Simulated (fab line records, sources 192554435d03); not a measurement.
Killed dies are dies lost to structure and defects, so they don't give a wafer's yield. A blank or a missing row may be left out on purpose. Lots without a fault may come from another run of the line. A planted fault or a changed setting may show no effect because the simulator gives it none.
One fault seen from 3 desks | flow n5_finfet | each desk has only its own numbers; what lay behind them comes last

THE METROLOGY DESK
What the gauges read, lot by lot, whatever tool the lot ran on: means of the sampled wafers that have a number. A lot is out of limits, marked OUT, if its mean lies more than 4 standard deviations from the usual mean; the brackets give that distance. Of its 11 readings 7 are shown: the one that was out of limits first, and those that lie furthest out on some lot.
Columns: A = thk_nm at N5_BEOL_M0_SAQP_THK_MEAS_05, usual 59.9 nm; B = DIBL_P at N5_BEOL_M4_RC_MEAS_101, usual 36.2 mV/V; C = IOFF_N at N5_BEOL_M4_RC_MEAS_101, usual 0.16 nA/um; D = IOFF_P at N5_BEOL_M4_RC_MEAS_101, usual 0.21 nA/um; E = ION_P at N5_BEOL_M4_RC_MEAS_101, usual 465 uA/um; F = SS_P at N5_BEOL_M4_RC_MEAS_101, usual 73.3 mV/dec; G = VT_P at N5_BEOL_M4_RC_MEAS_101, usual -251 mV
lot  | first seen here | A               | B    | C    | D    | E   | F    | G
L838 | day 6 10:01     | 60.3            | 36.9 | 0.17 | 0.25 | 468 | 73.6 | -247
L839 | day 6 10:03     | 59.3            | 33.4 | 0.14 | 0.19 | 462 | 72.7 | -251
L846 | day 7 13:56     | 59.5            | 40.2 | 0.18 | 0.20 | 452 | 74.3 | -258
L849 | day 8 10:43     | 59.5            | 34.0 | 0.14 | 0.20 | 471 | 72.5 | -251
L850 | day 8 15:26     | 59.9            | 35.8 | 0.14 | 0.21 | 469 | 73.1 | -250
L855 | day 9 17:44     | 67.8 (+10) OUT  | 33.3 | 0.11 | 0.15 | 459 | 72.0 | -256
L856 | day 10 03:40    | 67.7 (+9.8) OUT | 39.3 | 0.19 | 0.24 | 473 | 73.2 | -248
L858 | day 10 17:27    | 68.8 (+11) OUT  | 38.9 | 0.19 | 0.24 | 470 | 74.6 | -250
L861 | day 11 10:24    | 60.5            | 38.2 | 0.18 | 0.24 | 467 | 74.0 | -251
This desk's finding: out of limits on L855, L856, L858; first on L855, day 9 17:44 (thk_nm at N5_BEOL_M0_SAQP_THK_MEAS_05). In limits: L838, L839, L846, L849, L850, L861.

THE TOOL OWNER'S DESK: pecvd-04
The tool's own readings at N5_BEOL_M0_SAQP_PECVD_04 (deposits a-Si from SiH4/He, target thk 60 nm, time 60.2 s): means of the sampled wafers that have a number, for each lot that ran on this tool. A lot is out of limits, marked OUT, if its mean lies more than 4 standard deviations from the usual mean; the brackets give that distance.
Columns: A = chamber_pressure_Torr at N5_BEOL_M0_SAQP_PECVD_04, usual 3.001 Torr; B = heater_power_w at N5_BEOL_M0_SAQP_PECVD_04, usual 628 W; C = showerhead_plenum_p_Torr at N5_BEOL_M0_SAQP_PECVD_04, usual 5.67 Torr; D = throttle_valve_pct at N5_BEOL_M0_SAQP_PECVD_04, usual 18.0 %
lot  | first seen here | A     | B   | C    | D
L838 | day 6 09:55     | 3.000 | 640 | 5.68 | 17.9
L849 | day 8 10:37     | 2.998 | 664 | 5.69 | 17.6
L850 | day 8 15:19     | 3.009 | 620 | 5.69 | 16.8
L855 | day 9 17:38     | 3.006 | 671 | 5.71 | 18.4
L856 | day 10 03:34    | 3.006 | 616 | 5.69 | 17.4
L858 | day 10 17:21    | 3.006 | 706 | 5.71 | 18.4
This desk's finding: nothing out of limits on any of the 6 lots.

THE DEFECT DESK
What the inspections along the route counted, lot by lot: means of the sampled wafers that have a number. A lot is out of limits, marked OUT, if its mean lies more than 4 standard deviations from the usual mean; the brackets give that distance.
Columns: A = raw_defect_count at N5_BEOL_M0_SAQP_INSPECT_16, usual 527
lot  | first seen here | A
L838 | day 6 10:34     | 455
L839 | day 6 10:43     | 485
L846 | day 7 14:21     | 728
L849 | day 8 11:10     | 472
L850 | day 8 15:50     | 554
L855 | day 9 18:19     | 442
L856 | day 10 04:05    | 476
L858 | day 10 17:59    | 686
L861 | day 11 10:56    | 590
This desk's finding: nothing out of limits on any of the 9 lots.

PUT TOGETHER
The metrology desk could have raised an alarm at day 9 17:44, on L855, L856, L858.
The tool owner's desk saw nothing out of limits.
The defect desk saw nothing out of limits.
The tool owner's desk has L855, L856, L858 on record, within its limits.
The defect desk has L855, L856, L858 on record, within its limits.
Of the lots named, all ran N5_BEOL_M0_SAQP_PECVD_04 on pecvd-04.

WHAT THE SIMULATOR HAD PUT IN
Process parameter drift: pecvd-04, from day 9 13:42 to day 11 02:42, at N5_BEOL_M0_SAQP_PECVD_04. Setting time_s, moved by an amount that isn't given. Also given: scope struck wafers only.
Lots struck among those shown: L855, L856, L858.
Hours from the fault's start to each desk's first reading out of limits: the metrology desk, 4.
